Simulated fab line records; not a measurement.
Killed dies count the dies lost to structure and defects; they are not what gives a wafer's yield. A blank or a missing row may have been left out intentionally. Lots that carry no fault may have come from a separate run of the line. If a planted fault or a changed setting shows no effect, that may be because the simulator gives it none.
Problem report, 8D (eight disciplines) form, completed by code | flow n5 finfet | the parts of the form that need people (team, actions taken, sign-off) are left out

== 1. THE PROBLEM ==
Wafers without a fault read 68.20, standard deviation 0.07; exposure dose mJ cm2 at N5_BEOL_M8_EXPOSE_08 reads a mean of 66.73 on 6 wafers belonging to 2 lots. Measured from the usual mean, that is -21 standard deviations.
The step: exposes mask M8.
First observed at day 13 02:45: wafer L546.2, on arfi scanner-03. The record holds 31 wafers of 12 lots with a number at this step. Rule for "out", or "out of limits": more than 4 standard deviations from the usual mean. Any other wafer with a number is counted as sound.

== 2. WHAT IT IS; WHAT IT IS NOT ==
question                    | is                     | is not
which readings at this step | exposure dose mJ cm2   | -
which lots                  | L546, L548             | L531, L532, L533, L538, L541, L542, L543, L547, L550, L551
which wafers of those lots  | all that have a number | -
read on which tools         | arfi scanner-03        | arfi scanner-01, arfi scanner-02
when                        | from day 13 02:45      | up to then (16 sound wafers); but 9 sound wafers of L547, L550, L551 came after

== 3. SUSPECTS, AND WHAT RULES EACH OUT ==
Counting: a tool at any process step up to the reading remains a suspect when it ran all the lots that are out and ran no sound lot after the first of those.
- cmp-04 at N5_BEOL_M7_CMP_52 (polishes, stops on SiCOH lowk, t overpolish 6.9 s, target thk 80 nm): ruled out as a lasting fault. After its first lot that is out, L546 (day 13 00:52), sound lots L550, L551 ran on it.
- arfi scanner-03 at N5_BEOL_M8_EXPOSE_08 (exposes mask M8): kept. It processed each lot that is out, first L546 at day 13 02:45, and no sound lot thereafter; up to then, the last sound lot it processed was L543 at day 12 15:49. Its own readings are out on those wafers: exposure dose mJ cm2.
Remaining after the count: arfi scanner-03 at N5_BEOL_M8_EXPOSE_08.

== 4. THE CAUSE (what the simulator had put in) ==
Drift in process parameters on arfi scanner-03 at N5_BEOL_M8_EXPOSE_08, starting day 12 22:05. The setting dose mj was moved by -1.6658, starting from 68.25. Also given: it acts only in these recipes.
The count eliminated every tool but this one.

== 5. THE EFFECT CHAIN, in route order ==
Each row: a reading whose mean over the struck wafers that have a number lies more than 3 standard deviations from the usual. Readings are gone through only where the record gives a usual standard deviation; hours: the median, over the lots, of the time from a lot's start at the first step in this table giving one to that lot's start at this step; sigmas: the change measured in usual standard deviations.
hours | step                 | reading              | usual | on struck wafers | change | sigmas
0     | N5_BEOL_M8_EXPOSE_08 | exposure dose mJ cm2 | 68.20 | 66.73            | -1.47  | -21
The process steps in it:
- N5_BEOL_M8_EXPOSE_08: exposes mask M8.

== 6. WHAT WOULD HAVE CAUGHT IT SOONER ==
In this record the first reading out of limits was taken at day 13 02:45, 5 hours after the fault began at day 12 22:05.
